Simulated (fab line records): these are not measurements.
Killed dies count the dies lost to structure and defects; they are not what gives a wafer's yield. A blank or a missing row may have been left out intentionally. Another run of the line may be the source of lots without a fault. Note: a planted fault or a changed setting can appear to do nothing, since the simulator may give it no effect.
What tool caused it? ; flow n5 finfet ; 25 wafers from 9 lots sampled at 3 of the route's 1938 steps

== WHAT EACH GAUGE READ, for each wafer ==
N5_BEOL_M1_OCD_MEAS_38.
lot;measured;on;trench depth nm (nm)
L868;day 6 06:53;ocd-01;55.4 54.7 55.6
L870;day 6 20:01;ocd-02;53.4 55.1 54.3
L876;day 10 05:11;ocd-02;86.0 86.1
L877;day 10 08:54;ocd-01;86.3 56.5
L883;day 12 11:09;ocd-01;55.3 55.8 55.7
L887;day 12 19:17;ocd-02;53.7 55.6 55.6
L890;day 13 22:55;ocd-01;55.2 55.2 53.4
L889;day 13 22:56;ocd-02;57.0 56.3 54.9
L891;day 14 00:11;ocd-01;55.1 56.2 54.7

== TOOL THAT RAN EACH LOT (tool first, then ch and the chambers of the sampled wafers, then the start) ==
lot;N5_BEOL_M1_STRIP_36;N5_BEOL_M1_TRENCH_ETCH_37
L868;rie diel-02 ch 1,2, day 6 06:41;rie diel-02 ch 1,2, day 6 06:44
L870;rie diel-02 ch 0,2, day 6 19:49;rie diel-02 ch 0,2, day 6 19:52
L876;rie diel-02 ch 0,2, day 10 04:59;rie diel-02 ch 0,2, day 10 05:02
L877;rie diel-02 ch 0,2, day 10 08:42;rie diel-02 ch 0,2, day 10 08:44
L883;rie diel-05 ch 2,3, day 12 10:57;rie diel-05 ch 2,3, day 12 10:59
L887;rie diel-05 ch 0,1,3, day 12 19:05;rie diel-05 ch 0,1,3, day 12 19:08
L890;rie diel-05 ch 0,2,3, day 13 22:44;rie diel-05 ch 0,2,3, day 13 22:46
L889;rie diel-02 ch 0,2,3, day 13 22:44;rie diel-02 ch 0,2,3, day 13 22:46
L891;rie diel-02 ch 1,2,3, day 13 23:59;rie diel-02 ch 1,2,3, day 14 00:01
- N5_BEOL_M1_STRIP_36: strips in N2/H2.
- N5_BEOL_M1_TRENCH_ETCH_37: etches SiOC in C4F6/O2, target depth 55.207 nm, time 29 s.

== THE ANSWER, worked out from the rows above alone ==
Rule: the lots themselves supply what counts as usual. The widest of any qualifying gaps counts: lots, ordered by their means at a reading, are off when they make up no more than a third of the lots, leave a main group of 4 or more, and stand apart from it by 3 or more times the standard deviation of that group's means. Not used: any main group whose means are identical at the precision the tables above print for the reading. A lot without any number at a reading at which 4 lots or more have one is off too. All remaining lots with rows at the step are treated as sound.
Off at N5_BEOL_M1_OCD_MEAS_38 (trench depth nm): L876, L877. Main group: mean 55.2 nm, sd 0.56.
A tool fits if, at a process step before that reading, it ran every lot that is off, and no sound lot after the first of them. The gauges at N5_BEOL_M1_OCD_MEAS_38 are tried like those tools. None of those tried fits.

== WHAT THE SIMULATOR HAD INSERTED ==
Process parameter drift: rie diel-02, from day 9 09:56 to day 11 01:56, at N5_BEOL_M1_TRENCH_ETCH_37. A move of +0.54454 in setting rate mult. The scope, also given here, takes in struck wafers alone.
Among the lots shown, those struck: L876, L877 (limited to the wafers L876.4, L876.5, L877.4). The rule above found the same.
